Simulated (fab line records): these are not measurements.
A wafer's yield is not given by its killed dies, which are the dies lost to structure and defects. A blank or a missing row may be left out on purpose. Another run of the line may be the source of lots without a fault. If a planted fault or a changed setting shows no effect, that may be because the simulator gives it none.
Split-lot study | flow n5_finfet | 21 wafers read from 7 lots, route of 1938 steps

== ON THE SPLIT ==
At N5_BEOL_M8_COAT_22 (resist thk 30 nm), the setting spin_rpm was moved away from the recipe's 1500 rpm on 2 of the 21 wafers read, by +4.8% to +5.7%. This setting was run at the recipe's value on the other wafers.

== FROM THE SPLIT TO THE READING: what the file shows between them, 5 steps ==
- N5_BEOL_M8_EBR_24
- N5_BEOL_M8_SOFTBAKE_23: time 60 s
- N5_BEOL_M8_EXPOSE_25: exposes mask V7, target cd 40 nm
- N5_BEOL_M8_PEB_26: peb time 60 s
- N5_BEOL_M8_DEVELOP_27: develop time 30 s

== THE READING ==
CAR-EUV_of_BEOL_M8_COAT_22.thk_nm (the simulator's own value, which no gauge read), in nm, at N5_BEOL_M8_DESCUM_33 (chemistry O2, time 7 s). The file gives no usual value for it. Across the 19 wafers here that went through the recipe, the average is 26.0 nm and the standard deviation 0.11 nm.

wafer  | tool, chamber at the split | spin_rpm as run, rpm | against the recipe | CAR-EUV_of_BEOL_M8_COAT_22.thk_nm, nm | against lot-mates on the recipe
L082.1 | litho_track-04, 0          | 1500                 | recipe             | 26                                    | -
L082.2 | litho_track-04, 0          | 1572                 | +4.8%              | 25.4                                  | -0.7
L082.6 | litho_track-04, 0          | 1500                 | recipe             | 26.2                                  | -
L083.1 | litho_track-01, 0          | 1500                 | recipe             | 26                                    | -
L083.4 | litho_track-01, 0          | 1500                 | recipe             | 26                                    | -
L083.6 | litho_track-01, 0          | 1500                 | recipe             | 26                                    | -
L087.1 | litho_track-04, 0          | 1500                 | recipe             | 26.2                                  | -
L087.6 | litho_track-04, 0          | 1500                 | recipe             | 26.2                                  | -
L087.4 | litho_track-04, 0          | 1500                 | recipe             | 26                                    | -
L090.2 | litho_track-04, 0          | 1500                 | recipe             | 26                                    | -
L090.5 | litho_track-04, 0          | 1500                 | recipe             | 26                                    | -
L090.3 | litho_track-04, 0          | 1500                 | recipe             | 25.8                                  | -
L092.1 | litho_track-01, 0          | 1500                 | recipe             | 26                                    | -
L092.5 | litho_track-01, 0          | 1500                 | recipe             | 26                                    | -
L092.3 | litho_track-01, 0          | 1500                 | recipe             | 25.8                                  | -
L093.3 | litho_track-04, 0          | 1500                 | recipe             | 25.8                                  | -
L093.4 | litho_track-04, 0          | 1500                 | recipe             | 26                                    | -
L093.6 | litho_track-04, 0          | 1500                 | recipe             | 26                                    | -
L094.1 | litho_track-04, 0          | 1500                 | recipe             | 26                                    | -
L094.6 | litho_track-04, 0          | 1500                 | recipe             | 26                                    | -
L094.5 | litho_track-04, 0          | 1585                 | +5.7%              | 25.2                                  | -0.8

FIT RESULTS
A straight line over all 21 wafers: CAR-EUV_of_BEOL_M8_COAT_22.thk_nm changes by -0.134 nm for each +1% of spin_rpm; r = -0.89; the points scatter about the line by 0.11 nm.
The same after taking each lot's own level away (the mean of its wafers on the recipe; 21 wafers): -0.143 nm for each +1%; r = -0.94; scatter 0.082 nm.
On that fit, the largest move of spin_rpm shifts the reading by 0.81 nm.
Measured against the standard deviation above, the lots' own levels, which go from 25.93 to 26.13 nm, span 1.8 times it.
The two slopes agree, so the slope changes little with the lot-to-lot level.
Check: -0.826 nm against its lot-mates is what the line predicts for one of the wafers moved furthest among these (+5.7%) when that wafer is left out of the fit. It came out at -0.8 nm against them.

== OTHER SPLITS APPLIED TO THESE WAFERS ==
Other splits were also applied to these wafers ahead of the reading. Each is held against what the fit with the lots' levels taken away leaves over:
other split on the same wafers | wafers away from the commonest value | r with CAR-EUV_of_BEOL_M8_COAT_22.thk_nm (lot level and that fit taken away)
N5_BEOL_M2_VIA_ETCH_34 time_s  | 11                                   | -0.05
N5_BEOL_M5_COAT_65 spin_rpm    | 9                                    | -0.08
N5_BEOL_M5_COAT_22 spin_rpm    | 7                                    | +0.19
N5_BEOL_M5_ETCH_41 source_w    | 8                                    | +0.08
N5_BEOL_M8_ILD_DEP_00 time_s   | 3                                    | +0.00

== THE WHOLE CHAIN: every reading that the file lists as answering this split, in the file's order ==
step                  | what it does           | reading                                                                            | change (the file's fit)               | r (the file's)
N5_BEOL_M8_COAT_22    | resist thk 30 nm       | CAR-EUV_of_BEOL_M8_COAT_22.thk_nm (the simulator's own value, which no gauge read) | -0.172 nm for each +1% of the setting | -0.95
N5_BEOL_M8_DEVELOP_27 | develop time 30 s      | CAR-EUV_of_BEOL_M8_COAT_22.thk_nm (the simulator's own value, which no gauge read) | -0.153 nm for each +1% of the setting | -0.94
N5_BEOL_M8_DESCUM_33  | chemistry O2, time 7 s | CAR-EUV_of_BEOL_M8_COAT_22.thk_nm (the simulator's own value, which no gauge read) | -0.143 nm for each +1% of the setting | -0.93

== FILE'S OWN FIT ==
CAR-EUV_of_BEOL_M8_COAT_22.thk_nm changes by -0.143 nm for each +1% of spin_rpm, r = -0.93.
